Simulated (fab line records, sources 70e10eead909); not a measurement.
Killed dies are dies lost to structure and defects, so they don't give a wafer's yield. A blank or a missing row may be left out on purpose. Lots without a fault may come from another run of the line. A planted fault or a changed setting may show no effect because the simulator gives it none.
Chamber matching | flow nand_harc | NHARC_A_STAIRCASE_DESCUM_252 on rie_diel-01: 4 sister chambers
The step chemistry O2, time 3 s. 4 wafers are shown with their chamber, then 9 later ones without.

WAFERS WITH THEIR CHAMBER
wafer  | chamber | drypump_motor_current_A (A)
L090.2 | 0       | 5.4
L090.5 | 2       | 6.2
L090.3 | 1       | 5.9
L090.6 | 3       | 5.7

WAFERS WITHOUT THEIR CHAMBER
wafer  | drypump_motor_current_A (A)
L091.1 | 6.2
L091.2 | 5.9
L091.3 | 5.4
L092.3 | 5.9
L092.4 | 5.7
L092.6 | 5.7
L094.1 | 5.5
L094.3 | 5.9
L094.4 | 5.7

WHICH CHAMBER EACH WENT THROUGH
wafer  | from the rows above | in truth
L091.1 | 2                   | 2
L091.2 | 1                   | 1
L091.3 | 0                   | 0
L092.3 | 1                   | 1
L092.4 | 3                   | 3
L092.6 | 3                   | 3
L094.1 | 0                   | 0
L094.3 | 1                   | 1
L094.4 | 3                   | 3
Placed correctly: 9 of 9. Can't be placed from these rows: 0. Placed wrongly: 0.
How it was worked out, from the rows above alone: a wafer's distance from a chamber is the root of the sum, over the readings, of the square of ((its reading less the chamber's mean) divided by the reading's scatter). The wafer belongs to the nearest chamber; if the next one is less than 2 further off, it can't be placed. A chamber's mean is the mean of its shown wafers. The scatter: with one shown wafer a chamber, the root of the mean of the squares of how far each hidden wafer lies from its nearest shown one.
